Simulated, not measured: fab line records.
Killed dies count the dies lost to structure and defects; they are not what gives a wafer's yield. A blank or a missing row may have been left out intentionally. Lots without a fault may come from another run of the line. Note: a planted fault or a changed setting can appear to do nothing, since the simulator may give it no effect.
Comparing a struck lot with a sound one / flow nand_harc / 21 steps out of a route of 1159
Sound: the wafers L597.3, L597.4, L597.5. The struck wafers were L601.1, L601.2, L601.5. The cause is given at the end.
For every step that has rows: the tool of each side, followed by ch and its chambers, followed by its first start. Under that, the readings that differ: sound wafers / struck wafers / difference of the means / sigmas: that difference in standard deviations of wafers without a fault.
alike: a reading whose means differ by less than 2 such deviations, as well as words and numbers matching on both sides. not compared: withheld readings; readings where some wafer has no value; bounds like >300 that might hide an equal value; numbers whose values overlap and for which the record gives no deviation.
Wherever a step has rows on one side only, a row that says differs or no value, or a row with sigmas, the two part there. Non-overlapping numbers with no deviation appear without sigmas and do not part them. Lack of a reading on every wafer of one side parts them only where that side has two or more wafers.

NHARC_P_CONTACT_CMP_24: polishes, t overpolish 30 s, target thk 200 nm.
  sound on cmp-03 ch 0,2,3, day 6 15:38; struck on cmp-02 ch 1,2,3, day 7 13:17
reading=motor_current_A (A); sound=13.0 12.2 15.3; struck=9.9 11.1 10.8; difference=-2.9; sigmas=-2
  alike: overpolish_run_s, retaining_ring_pressure_frac, time_to_endpoint_s
next, for these wafers, 1 step has no rows: NHARC_P_CONTACT_SRD_26.
NHARC_P_CONTACT_INSPECT_27:
  sound: defect_inspect-01 at day 6 15:59; struck: defect_inspect-01 at day 7 13:40
  alike: raw_defect_count
then, 8 steps without rows for these wafers: NHARC_P_M0_DEP_00 (deposits SiOC, target thk 150 nm); NHARC_P_M0_DEHYDRATE_01 (time 120 s); NHARC_P_M0_HMDS_02 (time 30 s); NHARC_P_M0_COAT_33 (time 65 s); NHARC_P_M0_COAT_03 (resist thk 90 nm); NHARC_P_M0_SOFTBAKE_04 (time 55 s); NHARC_P_M0_EBR_05; NHARC_P_M0_EXPOSE_06 (exposes mask P M0, target cd 90 nm).
NHARC_P_M0_PEB_07: peb time 65 s.
  sound on litho_track-06 ch 0, day 6 16:49; struck on litho_track-01 ch 0, day 7 14:29
reading=heater_power_total_W (W); sound=156.1 156.8 156.3; struck=159.8 159.8 160.8; difference=+3.7; sigmas=+9
reading=plate_temp_C (C); sound=100.22 100.09 100.04; struck=101.96 101.88 101.93; difference=+1.81; sigmas=+16
  alike: resist_line_temp_C
then, 1 step without rows for these wafers: NHARC_P_M0_DEVELOP_08 (develop time 35 s).
NHARC_P_M0_CD_MEAS_09 targets a cd of 90 nm.
  sound on cd_sem-02 ch 0, day 6 16:54; struck on cd_sem-02 ch 0, day 7 14:34
reading=cd_nm (nm); sound=90.4 88.5 88.4; struck=95.3 95.3 95.7; difference=+6.3; sigmas=+6
NHARC_P_M0_OVL_MEAS_10: pitch 180 nm.
  sound: overlay-02 at day 6 16:59; struck: overlay-01 at day 7 14:38
  alike: overlay_x_nm, overlay_y_nm
NHARC_P_M0_INSPECT_11:
  sound: defect_inspect-02 at day 6 17:01; struck: defect_inspect-01 at day 7 14:41
  alike: raw_defect_count
NHARC_P_M0_DESCUM_14: chemistry O2, time 3 s.
  sound on rie_diel-10 ch 1,2, day 6 17:05; struck on rie_diel-10 ch 0,1,2, day 7 14:45
reading=model.P_M0.cd_nm (nm); sound=90.04 88.08 88.76; struck=95.37 94.39 95.24; difference=+6.04; sigmas=
  alike: drypump_motor_current_A, oes_product_au, rf_vpp_V, showerhead_plenum_p_Torr, throttle_valve_pct
  not compared: rf_hours_counter_h
NHARC_P_M0_ETCH_34: etches the open film in N2/H2, target depth 40 nm, overetch 12 nm, time 43.94 s.
  sound on rie_diel-10 ch 1,2,3, day 6 17:10; struck on rie_diel-10 ch 0,1,2, day 7 14:50
  alike: bias_w, drypump_motor_current_A, h2_flow_sccm, oes_product_au, rf_vpp_V, showerhead_plenum_p_Torr, throttle_valve_pct
  not compared: rf_hours_counter_h
NHARC_P_M0_ETCH_15: etches the open film in C4F8/Ar, target depth 150 nm, overetch 15 nm, time 82.5 s.
  sound: rie_diel-10 ch 0,1; struck: rie_diel-10 ch 0,1,2
reading=model.P_M0.cd_nm (nm); sound=89.68 87.75 88.96; struck=95.64 94.35 95.39; difference=+6.33; sigmas=
  alike: bias_w, oes_product_au, rf_vpp_V
  not compared: rf_hours_counter_h
NHARC_P_M0_CD_MEAS_16:
  sound: cd_sem-02 at day 6 17:23; struck: cd_sem-01 at day 7 15:02
reading=cd_nm (nm); sound=89.6 87.9 88.7; struck=95.4 94.3 95.7; difference=+6.4; sigmas=+5
-- jump in the record: it breaks off in module P_M0 and resumes in module END (first step shown: number 1159 of the route), and 13 days separate the struck wafers' starts before and after --
NHARC_END_SORT_01:
  sound on prober-01 ch 0, day 19 15:07; struck on prober-01 ch 0, day 21 00:19
reading=defect_limited_yield (%); sound=96.9 96.3 97.3; struck=93.2 92.5 92.2; difference=-4.2; sigmas=-3
reading=killed_at_array; sound=19 23 15; struck=43 46 52; difference=+28; sigmas=+3
reading=killed_dies; sound=21 25 18; struck=46 51 53; difference=+29; sigmas=+3
reading=sort_bin_2_pct (%); sound=0.9 0.4 0.9; struck=2.2 2.5 3.2; difference=+1.9; sigmas=+3
reading=sort_n_pass; sound=656 652 659; struck=631 626 624; difference=-29; sigmas=-3
reading=sort_yield_pct (%); sound=96.9 96.3 97.3; struck=93.2 92.5 92.2; difference=-4.2; sigmas=-3
  alike: killed_at_other, killed_at_periphery, killed_open, killed_short, sort_bin_3_pct, sort_bin_4_pct, sort_rim_yield_pct

WHERE THEY PART
Last at NHARC_END_SORT_01 as far as this record goes, first at NHARC_P_CONTACT_CMP_24.

WHY: what had been put in by the simulator
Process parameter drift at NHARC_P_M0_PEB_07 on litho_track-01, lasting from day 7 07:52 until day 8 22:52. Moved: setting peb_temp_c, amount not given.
